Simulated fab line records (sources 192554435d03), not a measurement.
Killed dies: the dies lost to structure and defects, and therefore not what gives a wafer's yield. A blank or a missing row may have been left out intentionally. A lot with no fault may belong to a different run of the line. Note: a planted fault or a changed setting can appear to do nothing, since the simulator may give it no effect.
Problem report in the 8D (eight disciplines) form, filled by code || flow n5-finfet || the parts of the form that need people (team, actions taken, sign-off) are left out

1. THE ISSUE
spin-speed-rpm at N5_BEOL_M9_COAT_63 reads a mean of 1714.5 rpm on 6 wafers of 2 lots; wafers without a fault read 1500.2 rpm with a standard deviation of 0.95. So: +99 or more standard deviations from the usual mean.
The step: time 60 s, resist thk 60 nm.
First seen on wafer L273.1, day 13 22:33, on litho-track-03. At this step, 12 wafers from 4 lots have a number in the record. Rule for "out" (also "out of limits"): further than 4 standard deviations from the usual mean. All remaining wafers that have a number are taken as sound.

2. WHAT THIS IS AND IS NOT
{"question": "which readings at this step", "is": "spin-speed-rpm", "is not": "-"}
{"question": "which lots", "is": "L273, L274", "is not": "L284, L285"}
{"question": "which wafers of those lots", "is": "all that have a number", "is not": "-"}
{"question": "read on which tools", "is": "litho-track-03", "is not": "litho-track-05"}
{"question": "when", "is": "from day 13 22:33", "is not": "up to then (0 sound wafers); but 6 sound wafers of L284, L285 came after"}

3. SUSPECTS, AND WHAT RULES EACH OUT
Counting: any tool at a process step up to the reading is kept as a suspect provided that every lot that is out went through it and no sound lot did after the first of them.
- litho-track-03 at N5_BEOL_M9_COAT_63 (time 60 s, resist thk 60 nm): ruled out as a lasting fault. Sound lots L285 ran on it after its first lot that is out, L273 (day 13 22:33).
Left after counting: nothing in the record.

4. THE CAUSE (what the simulator had put in)
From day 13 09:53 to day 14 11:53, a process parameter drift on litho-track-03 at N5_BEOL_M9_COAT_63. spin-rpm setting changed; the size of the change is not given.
Counting ruled it out, wrongly.

5. THE CHAIN OF EFFECTS, in route order
Each row: a reading where the mean over the struck wafers with a number is more than 3 standard deviations away from the usual. Readings are gone through only where the record gives a usual standard deviation; hours: the median, over the lots, of the time from a lot's start at the first step in this table giving one to that lot's start at this step; sigmas: the change measured in usual standard deviations.
{"hours": 0, "step": "N5_BEOL_M9_COAT_63", "reading": "spin-speed-rpm", "usual": "1500.2 rpm", "on struck wafers": 1714.5, "change": "+214.3", "sigmas": "+99 or more"}
The process steps in it:
- N5_BEOL_M9_COAT_63: time 60 s, resist thk 60 nm.

6. WHAT WOULD HAVE CAUGHT IT SOONER
13 hours passed between the start of the fault at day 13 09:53 and the first reading out of limits in this record, taken at day 13 22:33.
